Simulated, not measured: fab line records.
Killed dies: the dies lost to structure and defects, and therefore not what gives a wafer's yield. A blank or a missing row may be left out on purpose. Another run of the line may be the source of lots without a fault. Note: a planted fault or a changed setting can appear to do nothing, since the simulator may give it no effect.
Which tool did it? || flow n5_finfet || route of 1938 steps, sampled at 1 step: 10 lots, 30 wafers

== WHAT EACH GAUGE READ, for each wafer ==
N5_BEOL_M12_INSPECT_12: inspects for defects (macro). Usual: raw_defect_count at 2.2, with a standard deviation of 1.5.
{"lot": "L610", "measured": "day 11 13:56", "on": "defect_inspect-01", "raw_defect_count": "2 2 3", "flag": ""}
{"lot": "L611", "measured": "day 12 06:38", "on": "defect_inspect-01", "raw_defect_count": "4 1 5", "flag": ""}
{"lot": "L612", "measured": "day 12 06:47", "on": "defect_inspect-01", "raw_defect_count": "3 1 5", "flag": ""}
{"lot": "L613", "measured": "day 12 06:58", "on": "defect_inspect-02", "raw_defect_count": "2 3 0", "flag": ""}
{"lot": "L619", "measured": "day 13 11:09", "on": "defect_inspect-01", "raw_defect_count": "2 2 2", "flag": ""}
{"lot": "L618", "measured": "day 13 19:28", "on": "defect_inspect-02", "raw_defect_count": "2 3 0", "flag": ""}
{"lot": "L627", "measured": "day 15 16:47", "on": "defect_inspect-02", "raw_defect_count": "0 1 1", "flag": ""}
{"lot": "L628", "measured": "day 15 21:04", "on": "defect_inspect-02", "raw_defect_count": "0 4 6", "flag": ""}
{"lot": "L629", "measured": "day 16 08:25", "on": "defect_inspect-02", "raw_defect_count": "2 1 2", "flag": ""}
{"lot": "L632", "measured": "day 17 01:03", "on": "defect_inspect-02", "raw_defect_count": "1 7 2", "flag": ""}

== WHAT TOOL EACH LOT RAN ON (gives the tool, then ch and the chambers of the sampled wafers, and finally the start) ==
There is no process step in the record ahead of these readings.

== WHAT THE TOOLS THEMSELVES READ (means of the sampled wafers that have a number; where no wafer has one, the mark that the record gives instead) ==
The record holds no such reading with a usual standard deviation.

== THE ANSWER, worked out from the rows above alone ==
Rule: a lot is off if the mean of its wafers that have a number lies more than 3 standard deviations from the usual mean. A lot without any number at a reading at which 4 lots or more have one is off too. All remaining lots with rows at the step are treated as sound. First the gauges in route order, then the tools' own readings, where a lot's mean is used as printed above. The first step at which some lot is off is used, and at that step the reading that is off furthest; a lot without a number counts as furthest.
Nothing can be told from this: no lot is off at any reading shown.

== WHAT HAD BEEN PUT IN BY THE SIMULATOR ==
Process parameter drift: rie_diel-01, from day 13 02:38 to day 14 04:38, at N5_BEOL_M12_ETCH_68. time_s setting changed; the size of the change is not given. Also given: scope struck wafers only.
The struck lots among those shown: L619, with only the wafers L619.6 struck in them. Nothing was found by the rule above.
